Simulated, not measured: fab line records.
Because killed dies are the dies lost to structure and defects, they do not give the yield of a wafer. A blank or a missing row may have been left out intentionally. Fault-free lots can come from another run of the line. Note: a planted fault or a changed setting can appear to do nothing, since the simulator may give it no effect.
The tool behind it: which one?    flow n5 finfet    Sampling: 9 lots, 25 wafers, 6 of 1938 route steps

WHAT EACH GAUGE READ, for each wafer
N5_SD_EPI_P_INSPECT_26: inspects for defects (darkfield).
lot   measured     on                 raw defect count
L798  day 3 09:22  defect inspect-01  196 186 162
L801  day 4 04:52  defect inspect-01  140 152 173
L802  day 4 08:34  defect inspect-02  158 151 154
L805  day 5 05:47  defect inspect-02  183 237 223
L813  day 7 02:14  defect inspect-02  771 673 762
L814  day 7 15:09  defect inspect-02  751 701 692
L817  day 8 22:25  defect inspect-01  243 178
L815  day 9 00:18  defect inspect-01  169 172
L818  day 9 04:38  defect inspect-01  217 126 172

N5_BEOL_M4_RC_MEAS_101.
lot   measured      on         DIBL_N (mV/V)   DIBL_P (mV/V)   IOFF_N (nA/um)  IOFF_P (nA/um)  ION_N (uA/um)  ION_P (uA/um)  SS_N (mV/dec)   SS_P (mV/dec)   VT_N (mV)    VT_P (mV)
L798  day 8 08:06   prober-02  36.9 36.9 37.2  36.3 36.9 37.8  0.16 0.16 0.18  0.22 0.22 0.23  673 670 678    467 467 466    71.0 71.6 71.7  72.9 73.0 73.3  248 247 249  -250 -248 -248
L801  day 9 01:14   prober-01  39.2 38.1 39.9  39.5 37.7 41.7  0.23 0.19 0.27  0.27 0.23 0.32  705 689 712    473 468 482    71.8 72.9 72.1  74.0 73.8 74.1  243 248 242  -247 -252 -243
L802  day 9 10:15   prober-02  37.4 38.0 35.2  34.9 36.7 31.8  0.14 0.16 0.11  0.19 0.21 0.15  667 666 652    458 458 450    71.9 71.9 70.9  73.1 73.1 71.9  251 249 257  -251 -251 -256
L805  day 9 18:40   prober-01  35.8 37.4 35.7  37.3 38.3 36.9  0.16 0.17 0.15  0.21 0.22 0.19  681 670 680    466 460 468    70.9 71.6 71.0  72.9 73.8 73.2  252 250 251  -251 -252 -253
L813  day 11 21:05  prober-02  38.8 36.3 38.8  39.7 36.9 39.1  0.18 0.14 0.19  0.22 0.18 0.21  674 662 680    452 447 457    71.9 71.5 72.1  74.1 73.4 73.1  250 252 248  -254 -256 -252
L814  day 12 07:14  prober-02  34.8 36.9 35.8  34.9 38.3 37.3  0.13 0.16 0.15  0.19 0.25 0.23  678 687 685    467 475 470    71.0 71.2 71.2  72.9 73.7 72.9  255 251 252  -248 -245 -249
L817  day 13 20:22  prober-01  37.3 39.4       36.5 38.5       0.15 0.18       0.20 0.23       673 673        461 456        71.4 72.3       73.8 74.2       254 254      -255 -252
L815  day 13 17:26  prober-01  39.4 39.5       40.3 40.7       0.22 0.21       0.30 0.31       684 675        479 470        73.5 72.4       74.3 74.2       247 250      -246 -244
L818  day 14 01:07  prober-02  38.3 37.0 36.4  36.8 34.8 35.6  0.17 0.15 0.15  0.22 0.20 0.21  676 687 677    462 465 474    71.4 71.8 71.5  73.8 72.7 73.0  248 250 250  -248 -249 -249

WHICH TOOL RAN EACH LOT (tool, then ch and the chambers of the sampled wafers, then the start)
lot   N5_SD_EPI_P_ETCHBACK_46            N5_SD_EPI_P_ETCH_47                N5_SD_EPI_P_ETCH_16                N5_ILD0_LINER_00
L798  rie diel-01 ch 0,1,3, day 3 06:04  rie diel-01 ch 0,1,3, day 3 06:10  rie diel-01 ch 0,1,3, day 3 06:16  ald sin-02 ch 0,1,3, day 3 10:35
L801  rie diel-01 ch 1,2, day 4 01:34    rie diel-01 ch 1,2, day 4 01:40    rie diel-01 ch 1,2, day 4 01:46    ald sin-01 ch 2,3, day 4 05:55
L802  rie diel-02 ch 0,1,3, day 4 05:15  rie diel-02 ch 0,1,3, day 4 05:21  rie diel-02 ch 0,1,3, day 4 05:27  ald sin-04 ch 0,1,2, day 4 09:20
L805  rie diel-02 ch 0,3, day 5 01:38    rie diel-02 ch 0,3, day 5 01:44    rie diel-02 ch 0,3, day 5 01:50    ald sin-02 ch 0,1,3, day 5 06:38
L813  rie diel-01 ch 0,1,2, day 6 22:54  rie diel-01 ch 0,1,2, day 6 23:00  rie diel-01 ch 0,1,2, day 6 23:06  ald sin-02 ch 0,2,3, day 7 03:01
L814  rie diel-01 ch 0,1,3, day 7 08:23  rie diel-01 ch 0,1,3, day 7 08:29  rie diel-01 ch 0,1,3, day 7 08:35  ald sin-01 ch 0,3, day 7 15:56
L817  rie diel-03 ch 0,3, day 8 19:03    rie diel-03 ch 0,3, day 8 19:09    rie diel-03 ch 0,3, day 8 19:15    ald sin-04 ch 2,3, day 8 23:12
L815  rie diel-02 ch 0,2, day 8 20:07    rie diel-02 ch 0,2, day 8 20:13    rie diel-02 ch 0,2, day 8 20:19    ald sin-04 ch 2,3, day 9 01:05
L818  rie diel-02 ch 1,2,3, day 9 01:20  rie diel-02 ch 1,2,3, day 9 01:26  rie diel-02 ch 1,2,3, day 9 01:32  ald sin-02 ch 2,3, day 9 05:32
- N5_SD_EPI_P_ETCHBACK_46: etches SiNx in CH3F/O2, stops on SiO2, target depth 17.5 nm.
- N5_SD_EPI_P_ETCH_47: etches SiOCN in CH3F/O2, target depth 25 nm.
- N5_SD_EPI_P_ETCH_16: etches SiO2 in CHF3/O2, target depth 5 nm.
- N5_ILD0_LINER_00: material SiNx, target thk 4 nm, pulse time 1 s, purge time 2 s.

AS READ BY THE TOOLS THEMSELVES (means over the sampled wafers that have a number; for cases with no such wafer, the mark the record gives instead)
N5_SD_EPI_P_ETCHBACK_46.
lot   tool         drypump motor current A (A)  oes product au (a.u.)  rf vpp V (V)  showerhead plenum p Torr (Torr)  throttle valve pct (%)
L798  rie diel-01  5.8                          0.73                   295           2.04                             16.0
L801  rie diel-01  5.7                          0.81                   296           2.07                             16.0
L802  rie diel-02  5.7                          0.61                   294           1.94                             16.6
L805  rie diel-02  5.8                          0.60                   295           1.95                             16.5
L813  rie diel-01  6.0                          0.74                   294           2.06                             15.9
L814  rie diel-01  5.8                          0.70                   297           2.03                             16.0
L817  rie diel-03  5.8                          0.72                   294           2.03                             16.1
L815  rie diel-02  6.0                          0.80                   293           1.96                             16.2
L818  rie diel-02  5.9                          0.67                   295           1.93                             16.6

N5_SD_EPI_P_ETCH_47.
lot   tool         drypump motor current A (A)  oes product au (a.u.)  rf vpp V (V)  showerhead plenum p Torr (Torr)  throttle valve pct (%)
L798  rie diel-01  5.8                          0.87                   127.2         2.04                             16.0
L801  rie diel-01  5.7                          0.96                   126.9         2.07                             16.0
L802  rie diel-02  5.7                          0.71                   125.7         1.94                             16.6
L805  rie diel-02  5.8                          0.69                   126.3         1.95                             16.5
L813  rie diel-01  6.0                          0.89                   127.0         2.06                             15.9
L814  rie diel-01  5.8                          0.82                   127.5         2.03                             16.0
L817  rie diel-03  5.8                          0.84                   127.0         2.03                             16.1
L815  rie diel-02  6.0                          0.95                   125.6         1.96                             16.1
L818  rie diel-02  5.9                          0.78                   126.8         1.93                             16.5

N5_SD_EPI_P_ETCH_16.
lot   tool         CHF3_flow_sccm (sccm)  drypump motor current A (A)  oes product au (a.u.)  rf vpp V (V)  showerhead plenum p Torr (Torr)  throttle valve pct (%)
L798  rie diel-01  50.03                  5.9                          0.87                   521           2.46                             18.5
L801  rie diel-01  50.08                  5.7                          0.96                   520           2.49                             18.6
L802  rie diel-02  49.88                  5.7                          0.70                   517           2.34                             19.1
L805  rie diel-02  50.07                  5.8                          0.69                   520           2.36                             19.1
L813  rie diel-01  49.98                  6.0                          0.88                   517           2.47                             18.5
L814  rie diel-01  49.96                  5.9                          0.82                   521           2.45                             18.6
L817  rie diel-03  49.95                  5.8                          0.85                   518           2.45                             18.6
L815  rie diel-02  49.98                  6.0                          0.96                   516           2.37                             18.9
L818  rie diel-02  49.97                  5.9                          0.78                   519           2.32                             19.1

N5_ILD0_LINER_00.
lot   tool        heater power w (W)  precursor pulse height rel
L798  ald sin-02  896                 0.993
L801  ald sin-01  835                 1.020
L802  ald sin-04  872                 0.988
L805  ald sin-02  887                 1.000
L813  ald sin-02  866                 1.008
L814  ald sin-01  834                 0.988
L817  ald sin-04  924                 1.010
L815  ald sin-04  928                 0.984
L818  ald sin-02  940                 1.009

THE ANSWER, worked out from the rows above alone
Rule: usual is defined by the lots themselves. The widest of any qualifying gaps counts: lots, ordered by their means at a reading, are off when they make up no more than a third of the lots, leave a main group of 4 or more, and stand apart from it by 3 or more times the standard deviation of that group's means. Not used: any main group whose means are identical at the precision the tables above print for the reading. Also off: a lot with no number at a reading for which 4 or more lots have one. Where the step has rows for the other lots, those lots are counted as sound. Order of review: gauges by route order, followed by the tools' own readings, for which a lot's mean as printed above is used. The first step at which some lot is off is used, and at that step the reading that is off furthest; a lot without a number counts as furthest.
Off: L813, L814 (N5_SD_EPI_P_INSPECT_26, raw defect count). For the main group the mean is 180 and the standard deviation 23.
If a tool, at a process step before that reading, ran all the lots that are off and no sound lot after the first of them, it fits. Those tools and the gauges at N5_SD_EPI_P_INSPECT_26 are tried in the same way. Undecided on this evidence; 2 tools fit (rie diel-01 at N5_SD_EPI_P_ETCHBACK_46 and N5_SD_EPI_P_ETCH_47 and N5_SD_EPI_P_ETCH_16, defect inspect-02 at N5_SD_EPI_P_INSPECT_26).

WHAT HAD BEEN PUT IN BY THE SIMULATOR
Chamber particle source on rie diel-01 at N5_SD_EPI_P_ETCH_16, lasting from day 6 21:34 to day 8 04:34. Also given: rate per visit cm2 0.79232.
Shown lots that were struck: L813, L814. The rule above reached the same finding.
